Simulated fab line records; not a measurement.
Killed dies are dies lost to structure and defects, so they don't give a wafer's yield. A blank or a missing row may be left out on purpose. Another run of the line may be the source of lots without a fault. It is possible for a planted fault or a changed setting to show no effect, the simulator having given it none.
Chamber matching ; flow n5_finfet ; N5_PASSIVATION_PECVD_55 on pecvd-02 has 3 sister chambers
The step deposits SiO2 from SiH4/N2O, target thk 400 nm, time 22.5 s. 14 wafers are shown with their chamber, then 7 later ones without.

WAFERS, EACH WITH ITS CHAMBER
wafer;chamber;showerhead_plenum_p_Torr (Torr);throttle_valve_pct (%);heater_power_w (W)
L729.1;0;8.06;48.8;637
L729.4;0;8.06;48.8;672
L729.5;2;8.20;47.3;794
L733.2;0;8.07;48.8;703
L733.4;0;8.04;49.0;704
L733.6;0;8.07;48.8;736
L735.3;0;8.06;49.0;716
L735.5;1;8.00;47.6;511
L735.6;2;8.21;47.4;722
L738.1;2;8.20;47.0;719
L738.2;1;7.98;47.1;579
L738.3;1;8.01;47.4;596
L737.2;2;8.20;47.6;647
L737.4;2;8.21;47.3;705

SIGNATURES (means of the wafers above)
reading;chamber 0;chamber 1;chamber 2;scatter within a chamber
showerhead_plenum_p_Torr;8.0600;7.9967;8.2040;0.0104
throttle_valve_pct;48.867;47.367;47.320;0.183
heater_power_w;694.67;562.00;717.40;43.9
Rule: a wafer's distance from a chamber is the root of the sum, over the readings, of the square of ((its reading less the chamber's mean) divided by the reading's scatter). The wafer belongs to the nearest chamber; if the next one is less than 2 further off, it can't be placed. The scatter: the root of (the sum of the squares of (reading less its chamber's mean) over the shown wafers, divided by (wafers less chambers)).

WAFERS WITHOUT THEIR CHAMBER
wafer;showerhead_plenum_p_Torr (Torr);throttle_valve_pct (%);heater_power_w (W)
L737.6;8.01;47.7;523
L742.1;8.06;48.7;749
L742.3;8.21;47.5;701
L742.6;8.06;49.3;604
L750.3;8.05;49.1;717
L750.4;8.22;47.6;739
L750.6;8.21;47.3;749

THE CHAMBER EACH PASSED THROUGH
wafer;from the rows above;in truth
L737.6;1;1
L742.1;0;0
L742.3;2;2
L742.6;0;0
L750.3;0;0
L750.4;2;2
L750.6;2;2
Correct placement for 7 of the 7. From these rows, 0 cannot be placed. Placed wrongly: 0.
